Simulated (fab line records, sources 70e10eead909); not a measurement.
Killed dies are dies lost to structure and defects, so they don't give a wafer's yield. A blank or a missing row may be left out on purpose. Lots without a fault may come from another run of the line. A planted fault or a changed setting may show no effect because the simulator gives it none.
Which tool did it? | flow nand_harc | 22 lots, 66 wafers sampled, at 6 steps of a route of 1302

WHAT THE GAUGES READ, wafer by wafer
The record holds no reading of a measuring or inspecting step that can be judged against a usual standard deviation.

WHICH TOOL RAN EACH LOT (tool, then ch and the chambers of the sampled wafers, then the start)
lot  | NHARC_A_STAIRCASE_TRIM_193                    | NHARC_A_STAIRCASE_TRIM_196         | NHARC_A_STAIRCASE_TRIM_202                    | NHARC_A_STAIRCASE_ETCH_223                    | NHARC_A_STAIRCASE_ETCH_230                    | NHARC_A_STAIRCASE_DESCUM_252
L074 | rie_diel-01 ch 1,2, day 15 14:13 or earlier   | rie_diel-01 ch 0,1, day 15 14:13   | rie_diel-01 ch 0,1,2, day 15 20:29 or earlier | rie_diel-03 ch 1,2, day 15 20:29 or earlier   | rie_diel-07 ch 2,3, day 15 20:29 or earlier   | rie_diel-03 ch 0,1,3, day 15 20:29
L075 | rie_diel-03 ch 0,1,2, day 16 08:58 or earlier | rie_diel-03 ch 0,1,2, day 16 08:58 | rie_diel-03 ch 0,2,3, day 16 16:01 or earlier | rie_diel-07 ch 0,2,3, day 16 16:01 or earlier | rie_diel-03 ch 1,2,3, day 16 16:01 or earlier | rie_diel-03 ch 0,1, day 16 16:01
L076 | rie_diel-01 ch 0,1,2, day 16 19:16 or earlier | rie_diel-01 ch 1,2, day 16 19:16   | rie_diel-01 ch 0,1,3, day 17 01:52 or earlier | rie_diel-03 ch 0,1, day 17 01:52 or earlier   | rie_diel-03 ch 0,1,3, day 17 01:52 or earlier | rie_diel-07 ch 0,1, day 17 01:52
L077 | rie_diel-03 ch 1,3, day 17 13:58 or earlier   | rie_diel-03 ch 0,2,3, day 17 13:58 | rie_diel-03 ch 0,1,2, day 17 20:05 or earlier | rie_diel-01 ch 0,1, day 17 20:05 or earlier   | rie_diel-01 ch 0,1, day 17 20:05 or earlier   | rie_diel-07 ch 0,1, day 17 20:05
L078 | rie_diel-03 ch 0,1, day 17 22:41 or earlier   | rie_diel-03 ch 1,3, day 17 22:41   | rie_diel-03 ch 1,2,3, day 18 05:11 or earlier | rie_diel-07 ch 0,2,3, day 18 05:11 or earlier | rie_diel-07 ch 0,1, day 18 05:11 or earlier   | rie_diel-07 ch 2,3, day 18 05:11
L080 | rie_diel-01 ch 0,2,3, day 18 05:27 or earlier | rie_diel-03 ch 0,1,3, day 18 05:27 | rie_diel-03 ch 1,2,3, day 18 11:37 or earlier | rie_diel-07 ch 0,2,3, day 18 11:37 or earlier | rie_diel-07 ch 0,1,2, day 18 11:37 or earlier | rie_diel-03 ch 2,3, day 18 11:37
L079 | rie_diel-07 ch 1,2,3, day 18 11:02 or earlier | rie_diel-01 ch 1,2,3, day 18 11:02 | rie_diel-01 ch 1,3, day 18 18:01 or earlier   | rie_diel-07 ch 0,1, day 18 18:01 or earlier   | rie_diel-07 ch 1,2, day 18 18:01 or earlier   | rie_diel-03 ch 1,2, day 18 18:01
L081 | rie_diel-03 ch 0,1,2, day 19 02:10 or earlier | rie_diel-01 ch 1,2,3, day 19 02:10 | rie_diel-01 ch 0,2, day 19 08:19 or earlier   | rie_diel-01 ch 2,3, day 19 08:19 or earlier   | rie_diel-07 ch 0,1,3, day 19 08:19 or earlier | rie_diel-03 ch 1,2,3, day 19 08:19
L082 | rie_diel-03 ch 0,1, day 19 13:04 or earlier   | rie_diel-01 ch 1,3, day 19 13:04   | rie_diel-01 ch 0,1,2, day 19 19:28 or earlier | rie_diel-03 ch 2,3, day 19 19:28 or earlier   | rie_diel-03 ch 0,1,3, day 19 19:28 or earlier | rie_diel-03 ch 0,2, day 19 19:28
L083 | rie_diel-01 ch 0,1,3, day 20 04:58 or earlier | rie_diel-01 ch 0,2,3, day 20 04:58 | rie_diel-01 ch 0,1,3, day 20 11:56 or earlier | rie_diel-01 ch 0,1,2, day 20 11:56 or earlier | rie_diel-01 ch 0,2,3, day 20 11:56 or earlier | rie_diel-03 ch 0,1, day 20 11:56
L085 | rie_diel-01 ch 0,1, day 20 16:05 or earlier   | rie_diel-07 ch 2,3, day 20 16:05   | rie_diel-03 ch 2,3, day 20 16:52              | rie_diel-01 ch 0,1,3, day 20 22:50 or earlier | rie_diel-03 ch 1,2,3, day 20 22:50 or earlier | rie_diel-01 ch 0,2,3, day 20 22:50
L084 | rie_diel-03 ch 0,3, day 20 18:12 or earlier   | rie_diel-01 ch 1,2, day 20 18:12   | rie_diel-01 ch 0,1,3, day 21 00:44 or earlier | rie_diel-01 ch 0,2, day 21 00:44 or earlier   | rie_diel-01 ch 1,2, day 21 00:44 or earlier   | rie_diel-01 ch 0,1, day 21 00:44
L086 | rie_diel-01 ch 0,1,3, day 20 23:33 or earlier | rie_diel-01 ch 0,1,2, day 20 23:33 | rie_diel-01 ch 1,3, day 21 06:57 or earlier   | rie_diel-03 ch 0,2, day 21 06:57 or earlier   | rie_diel-01 ch 1,2, day 21 06:57 or earlier   | rie_diel-01 ch 0,1,2, day 21 06:57
L088 | rie_diel-01 ch 0,1, day 21 11:40 or earlier   | rie_diel-07 ch 1,2,3, day 21 11:40 | rie_diel-07 ch 0,1,3, day 21 18:18 or earlier | rie_diel-01 ch 0,2,3, day 21 18:18 or earlier | rie_diel-03 ch 1,3, day 21 18:18 or earlier   | rie_diel-01 ch 0,2, day 21 18:18
L087 | rie_diel-07 ch 0,3, day 21 12:13 or earlier   | rie_diel-01 ch 0,2, day 21 12:13   | rie_diel-01 ch 0,2,3, day 21 19:32 or earlier | rie_diel-03 ch 2,3, day 21 19:32 or earlier   | rie_diel-01 ch 0,1,2, day 21 19:32 or earlier | rie_diel-03 ch 1,3, day 21 19:32
L089 | rie_diel-03 ch 0,2, day 21 18:20 or earlier   | rie_diel-03 ch 0,1,3, day 21 18:20 | rie_diel-03 ch 1,2,3, day 22 00:38 or earlier | rie_diel-01 ch 0,2,3, day 22 00:38 or earlier | rie_diel-07 ch 0,1,3, day 22 00:38 or earlier | rie_diel-03 ch 0,1,2, day 22 00:38
L093 | rie_diel-03 ch 1,2,3, day 23 16:35 or earlier | rie_diel-03 ch 0,2,3, day 23 16:35 | rie_diel-03 ch 0,2, day 23 22:40 or earlier   | rie_diel-03 ch 2,3, day 23 22:40 or earlier   | rie_diel-01 ch 1,2, day 23 22:40 or earlier   | rie_diel-01 ch 2,3, day 23 22:40
L092 | rie_diel-01 ch 0,1, day 23 17:02 or earlier   | rie_diel-01 ch 1,3, day 23 17:02   | rie_diel-01 ch 0,1, day 23 23:37 or earlier   | rie_diel-07 ch 0,2,3, day 23 23:37 or earlier | rie_diel-07 ch 0,2, day 23 23:37 or earlier   | rie_diel-01 ch 1,2, day 23 23:37
L094 | rie_diel-03 ch 0,1,2, day 24 03:52 or earlier | rie_diel-03 ch 0,1,2, day 24 03:52 | rie_diel-03 ch 0,2,3, day 24 10:17 or earlier | rie_diel-03 ch 1,3, day 24 10:17 or earlier   | rie_diel-07 ch 0,2,3, day 24 10:17 or earlier | rie_diel-03 ch 0,1,3, day 24 10:17
L095 | rie_diel-03 ch 0,3, day 24 12:17 or earlier   | rie_diel-03 ch 0,2, day 24 12:17   | rie_diel-03 ch 1,2,3, day 24 20:15 or earlier | rie_diel-07 ch 0,1,2, day 24 20:15 or earlier | rie_diel-07 ch 0,1,2, day 24 20:15 or earlier | rie_diel-07 ch 2,3, day 24 20:15
L096 | rie_diel-07 ch 1,2,3, day 25 11:53 or earlier | rie_diel-03 ch 2,3, day 25 11:53   | rie_diel-03 ch 1,2,3, day 25 18:57 or earlier | rie_diel-03 ch 1,2,3, day 25 18:57 or earlier | rie_diel-03 ch 0,1,2, day 25 18:57 or earlier | rie_diel-03 ch 1,2, day 25 18:57
L097 | rie_diel-03 ch 0,2,3, day 25 22:01 or earlier | rie_diel-07 ch 0,1,2, day 25 22:01 | rie_diel-07 ch 0,2, day 26 04:26 or earlier   | rie_diel-03 ch 1,3, day 26 04:26 or earlier   | rie_diel-03 ch 1,2, day 26 04:26 or earlier   | rie_diel-03 ch 0,1,2, day 26 04:26
- NHARC_A_STAIRCASE_TRIM_193: chemistry O2, time 211.2 s.
- NHARC_A_STAIRCASE_TRIM_196: chemistry O2, time 211.2 s.
- NHARC_A_STAIRCASE_TRIM_202: chemistry O2, time 211.2 s.
- NHARC_A_STAIRCASE_ETCH_223: etches the open film in C4F8/O2, target depth 100 nm, time 40.5 s.
- NHARC_A_STAIRCASE_ETCH_230: etches the open film in C4F8/O2, target depth 100 nm, time 40.5 s.
- NHARC_A_STAIRCASE_DESCUM_252: chemistry O2, time 3 s.

WHAT THE TOOLS THEMSELVES READ (means of the sampled wafers that have a number; where no wafer has one, the mark that the record gives instead)
NHARC_A_STAIRCASE_TRIM_193.
lot  | tool        | drypump_motor_current_A (A) | oes_product_au (a.u.) | rf_vpp_V (V) | showerhead_plenum_p_Torr (Torr) | throttle_valve_pct (%)
L074 | rie_diel-01 | 5.9                         | 0.984                 | 57.9         | 3.43                            | 17.031
L075 | rie_diel-03 | 5.8                         | 1.005                 | 57.4         | 3.47                            | 17.040
L076 | rie_diel-01 | 5.5                         | 1.000                 | 58.6         | 3.52                            | 17.041
L077 | rie_diel-03 | 6.0                         | 1.018                 | 57.9         | 3.55                            | 17.038
L078 | rie_diel-03 | 5.3                         | 1.001                 | 58.0         | 3.53                            | 17.034
L080 | rie_diel-01 | 5.2                         | 1.002                 | 58.0         | 3.47                            | 17.036
L079 | rie_diel-07 | 5.7                         | 1.012                 | 57.9         | 3.55                            | 17.034
L081 | rie_diel-03 | 5.8                         | 1.004                 | 58.4         | 3.46                            | 17.037
L082 | rie_diel-03 | 5.8                         | 1.008                 | 58.2         | 3.58                            | 17.033
L083 | rie_diel-01 | 5.4                         | 1.002                 | 57.3         | 3.52                            | 17.027
L085 | rie_diel-01 | 5.4                         | 1.005                 | 57.0         | 3.64                            | 17.035
L084 | rie_diel-03 | 5.2                         | 1.003                 | 58.4         | 3.47                            | 17.023
L086 | rie_diel-01 | 5.4                         | 1.002                 | 56.7         | 3.51                            | 17.032
L088 | rie_diel-01 | 5.7                         | 1.003                 | 57.5         | 3.55                            | 17.036
L087 | rie_diel-07 | 5.9                         | 0.999                 | 58.1         | 3.72                            | 17.034
L089 | rie_diel-03 | 5.3                         | 0.996                 | 56.9         | 3.57                            | 17.037
L093 | rie_diel-03 | 6.1                         | 1.003                 | 58.7         | 3.62                            | 17.040
L092 | rie_diel-01 | 5.7                         | 1.001                 | 56.7         | 3.54                            | 17.030
L094 | rie_diel-03 | 5.8                         | 0.998                 | 57.6         | 3.62                            | 17.043
L095 | rie_diel-03 | 5.5                         | 1.023                 | 57.5         | 3.46                            | 17.040
L096 | rie_diel-07 | 5.7                         | 1.012                 | 57.7         | 3.52                            | 17.040
L097 | rie_diel-03 | 5.6                         | 0.995                 | 58.2         | 3.56                            | 17.033

NHARC_A_STAIRCASE_TRIM_196.
lot  | tool        | drypump_motor_current_A (A) | oes_product_au (a.u.) | rf_vpp_V (V) | showerhead_plenum_p_Torr (Torr) | throttle_valve_pct (%)
L074 | rie_diel-01 | 5.7                         | 0.990                 | 58.2         | 3.58                            | 17.040
L075 | rie_diel-03 | 5.8                         | 1.005                 | 57.8         | 3.47                            | 17.038
L076 | rie_diel-01 | 5.6                         | 0.990                 | 57.4         | 3.38                            | 17.034
L077 | rie_diel-03 | 5.6                         | 1.011                 | 57.3         | 3.42                            | 17.039
L078 | rie_diel-03 | 6.2                         | 1.007                 | 58.3         | 3.58                            | 17.037
L080 | rie_diel-03 | 5.6                         | 1.015                 | 57.7         | 3.53                            | 17.034
L079 | rie_diel-01 | 5.5                         | 0.993                 | 56.9         | 3.39                            | 17.036
L081 | rie_diel-01 | 5.5                         | 0.994                 | 58.2         | 3.38                            | 17.035
L082 | rie_diel-01 | 5.7                         | 1.009                 | 57.3         | 3.44                            | 17.037
L083 | rie_diel-01 | 5.2                         | 0.992                 | 56.4         | 3.46                            | 17.039
L085 | rie_diel-07 | 5.9                         | 1.029                 | 58.0         | 3.66                            | 17.041
L084 | rie_diel-01 | 5.6                         | 1.002                 | 57.5         | 3.36                            | 17.040
L086 | rie_diel-01 | 5.5                         | 1.002                 | 58.5         | 3.50                            | 17.035
L088 | rie_diel-07 | 5.7                         | 1.009                 | 56.8         | 3.54                            | 17.039
L087 | rie_diel-01 | 5.3                         | 1.004                 | 57.5         | 3.44                            | 17.036
L089 | rie_diel-03 | 5.6                         | 1.020                 | 58.6         | 3.52                            | 17.048
L093 | rie_diel-03 | 5.6                         | 1.003                 | 57.1         | 3.57                            | 17.031
L092 | rie_diel-01 | 5.7                         | 0.995                 | 57.1         | 3.42                            | 17.037
L094 | rie_diel-03 | 5.8                         | 0.999                 | 58.7         | 3.62                            | 17.040
L095 | rie_diel-03 | 5.3                         | 1.002                 | 58.5         | 3.56                            | 17.039
L096 | rie_diel-03 | 5.9                         | 1.010                 | 57.9         | 3.57                            | 17.037
L097 | rie_diel-07 | 5.8                         | 1.001                 | 57.7         | 3.53                            | 17.032

NHARC_A_STAIRCASE_TRIM_202.
lot  | tool        | drypump_motor_current_A (A) | oes_product_au (a.u.) | rf_vpp_V (V) | showerhead_plenum_p_Torr (Torr) | throttle_valve_pct (%)
L074 | rie_diel-01 | 5.5                         | 0.993                 | 58.1         | 3.52                            | 17.033
L075 | rie_diel-03 | 5.6                         | 1.015                 | 57.5         | 3.42                            | 17.032
L076 | rie_diel-01 | 5.4                         | 0.987                 | 58.2         | 3.53                            | 17.037
L077 | rie_diel-03 | 5.8                         | 1.002                 | 57.6         | 3.47                            | 17.032
L078 | rie_diel-03 | 6.1                         | 0.997                 | 57.7         | 3.47                            | 17.041
L080 | rie_diel-03 | 6.1                         | 1.009                 | 58.3         | 3.47                            | 17.034
L079 | rie_diel-01 | 5.7                         | 1.005                 | 57.3         | 3.44                            | 17.035
L081 | rie_diel-01 | 5.4                         | 1.009                 | 57.2         | 3.45                            | 17.025
L082 | rie_diel-01 | 5.5                         | 1.010                 | 57.8         | 3.50                            | 17.040
L083 | rie_diel-01 | 5.4                         | 1.000                 | 57.8         | 3.52                            | 17.039
L085 | rie_diel-03 | 5.9                         | 1.013                 | 58.3         | 3.60                            | 17.029
L084 | rie_diel-01 | 5.4                         | 0.999                 | 57.3         | 3.51                            | 17.027
L086 | rie_diel-01 | 5.7                         | 1.005                 | 57.5         | 3.43                            | 17.036
L088 | rie_diel-07 | 5.8                         | 1.005                 | 58.3         | 3.58                            | 17.042
L087 | rie_diel-01 | 5.2                         | 0.991                 | 57.5         | 3.46                            | 17.040
L089 | rie_diel-03 | 6.1                         | 1.009                 | 57.8         | 3.63                            | 17.046
L093 | rie_diel-03 | 5.7                         | 0.984                 | 58.8         | 3.68                            | 17.039
L092 | rie_diel-01 | 5.4                         | 0.991                 | 56.7         | 3.63                            | 17.042
L094 | rie_diel-03 | 5.6                         | 0.999                 | 56.8         | 3.57                            | 17.035
L095 | rie_diel-03 | 6.1                         | 1.012                 | 57.0         | 3.62                            | 17.031
L096 | rie_diel-03 | 6.1                         | 1.002                 | 58.6         | 3.62                            | 17.029
L097 | rie_diel-07 | 5.9                         | 1.001                 | 57.8         | 3.64                            | 17.030

NHARC_A_STAIRCASE_ETCH_223.
lot  | tool        | oes_product_au (a.u.) | rf_fwd_power_W (W) | rf_vpp_V (V)
L074 | rie_diel-03 | 0.937                 | 592.6              | 892
L075 | rie_diel-07 | 0.961                 | 593.1              | 902
L076 | rie_diel-03 | 0.946                 | 591.3              | 896
L077 | rie_diel-01 | 0.945                 | 594.7              | 897
L078 | rie_diel-07 | 0.951                 | 593.1              | 901
L080 | rie_diel-07 | 0.959                 | 592.4              | 902
L079 | rie_diel-07 | 0.935                 | 597.4              | 893
L081 | rie_diel-01 | 0.945                 | 594.3              | 889
L082 | rie_diel-03 | 0.960                 | 594.2              | 889
L083 | rie_diel-01 | 0.942                 | 593.6              | 895
L085 | rie_diel-01 | 0.947                 | 595.1              | 896
L084 | rie_diel-01 | 0.954                 | 591.8              | 892
L086 | rie_diel-03 | 0.936                 | 594.6              | 902
L088 | rie_diel-01 | 0.930                 | 593.0              | 893
L087 | rie_diel-03 | 0.959                 | 590.6              | 898
L089 | rie_diel-01 | 0.953                 | 593.5              | 892
L093 | rie_diel-03 | 0.947                 | 594.1              | 902
L092 | rie_diel-07 | 0.937                 | 594.0              | 902
L094 | rie_diel-03 | 0.974                 | 594.2              | 895
L095 | rie_diel-07 | 0.938                 | 592.9              | 895
L096 | rie_diel-03 | 0.934                 | 592.8              | 900
L097 | rie_diel-03 | 0.964                 | 595.4              | 897

NHARC_A_STAIRCASE_ETCH_230.
lot  | tool        | oes_product_au (a.u.) | rf_fwd_power_W (W) | rf_vpp_V (V)
L074 | rie_diel-07 | 0.951                 | 591.2              | 901
L075 | rie_diel-03 | 0.941                 | 593.6              | 895
L076 | rie_diel-03 | 0.950                 | 593.1              | 896
L077 | rie_diel-01 | 0.942                 | 594.7              | 900
L078 | rie_diel-07 | 0.940                 | 593.7              | 898
L080 | rie_diel-07 | 0.948                 | 592.8              | 897
L079 | rie_diel-07 | 0.945                 | 594.1              | 891
L081 | rie_diel-07 | 0.928                 | 595.0              | 898
L082 | rie_diel-03 | 0.957                 | 592.3              | 896
L083 | rie_diel-01 | 0.934                 | 594.6              | 893
L085 | rie_diel-03 | 0.981                 | 593.7              | 900
L084 | rie_diel-01 | 0.942                 | 592.4              | 889
L086 | rie_diel-01 | 0.939                 | 594.0              | 889
L088 | rie_diel-03 | 0.976                 | 593.3              | 896
L087 | rie_diel-01 | 0.969                 | 594.9              | 895
L089 | rie_diel-07 | 0.965                 | 593.7              | 898
L093 | rie_diel-01 | 0.975                 | 593.2              | 892
L092 | rie_diel-07 | 0.937                 | 591.7              | 900
L094 | rie_diel-07 | 0.919                 | 591.9              | 901
L095 | rie_diel-07 | 0.948                 | 594.9              | 896
L096 | rie_diel-03 | 0.942                 | 593.5              | 898
L097 | rie_diel-03 | 0.957                 | 594.4              | 901

NHARC_A_STAIRCASE_DESCUM_252.
lot  | tool        | drypump_motor_current_A (A) | oes_product_au (a.u.) | rf_vpp_V (V) | showerhead_plenum_p_Torr (Torr) | throttle_valve_pct (%)
L074 | rie_diel-03 | 5.6                         | 1.004                 | 58.8         | 1.92                            | 11.310
L075 | rie_diel-03 | 5.8                         | 0.999                 | 57.6         | 1.95                            | 11.314
L076 | rie_diel-07 | 5.6                         | 0.993                 | 58.2         | 1.87                            | 11.314
L077 | rie_diel-07 | 5.7                         | 1.003                 | 58.0         | 1.96                            | 11.310
L078 | rie_diel-07 | 5.8                         | 1.026                 | 57.8         | 2.01                            | 11.307
L080 | rie_diel-03 | 5.9                         | 1.020                 | 58.8         | 1.85                            | 11.316
L079 | rie_diel-03 | 6.3                         | 1.004                 | 58.0         | 1.90                            | 11.309
L081 | rie_diel-03 | 6.1                         | 1.010                 | 57.7         | 1.88                            | 11.320
L082 | rie_diel-03 | 5.7                         | 1.008                 | 57.6         | 1.80                            | 11.304
L083 | rie_diel-03 | 5.3                         | 0.992                 | 58.0         | 1.91                            | 11.317
L085 | rie_diel-01 | 5.1                         | 0.999                 | 58.0         | 1.87                            | 11.316
L084 | rie_diel-01 | 5.7                         | 1.003                 | 57.7         | 1.93                            | 11.318
L086 | rie_diel-01 | 5.5                         | 1.007                 | 57.9         | 1.90                            | 11.316
L088 | rie_diel-01 | 5.3                         | 1.004                 | 58.3         | 1.86                            | 11.309
L087 | rie_diel-03 | 6.0                         | 1.027                 | 58.6         | 1.91                            | 11.309
L089 | rie_diel-03 | 5.8                         | 0.996                 | 57.6         | 1.97                            | 11.309
L093 | rie_diel-01 | 5.2                         | 0.993                 | 57.9         | 1.78                            | 11.320
L092 | rie_diel-01 | 5.6                         | 0.999                 | 57.0         | 1.80                            | 11.312
L094 | rie_diel-03 | 5.6                         | 1.016                 | 58.3         | 1.90                            | 11.305
L095 | rie_diel-07 | 5.8                         | 1.013                 | 58.3         | 1.99                            | 11.304
L096 | rie_diel-03 | 6.3                         | 1.010                 | 57.6         | 1.99                            | 11.307
L097 | rie_diel-03 | 5.8                         | 0.999                 | 57.6         | 1.96                            | 11.309

THE ANSWER, worked out from the rows above alone
Rule: what is usual is taken from the lots themselves. Put in order of their means at a reading, lots are off if they are a third of the lots or fewer, leave a main group of 4 or more, and stand apart from it by a gap of 3 or more times the standard deviation of the main group's means; of several such gaps the widest counts. A main group whose means are all the same, to the digits that the tables above print for the reading, isn't used. A lot without any number at a reading at which 4 lots or more have one is off too. The other lots that the step has rows for count as sound. The gauges are gone through in route order, then the tools' own readings, and for those a lot's mean is taken as printed above. The first step at which some lot is off is used, and at that step the reading that is off furthest; a lot without a number counts as furthest.
No lot is off at any reading shown: from this, nothing can be told.

WHAT THE SIMULATOR HAD PUT IN
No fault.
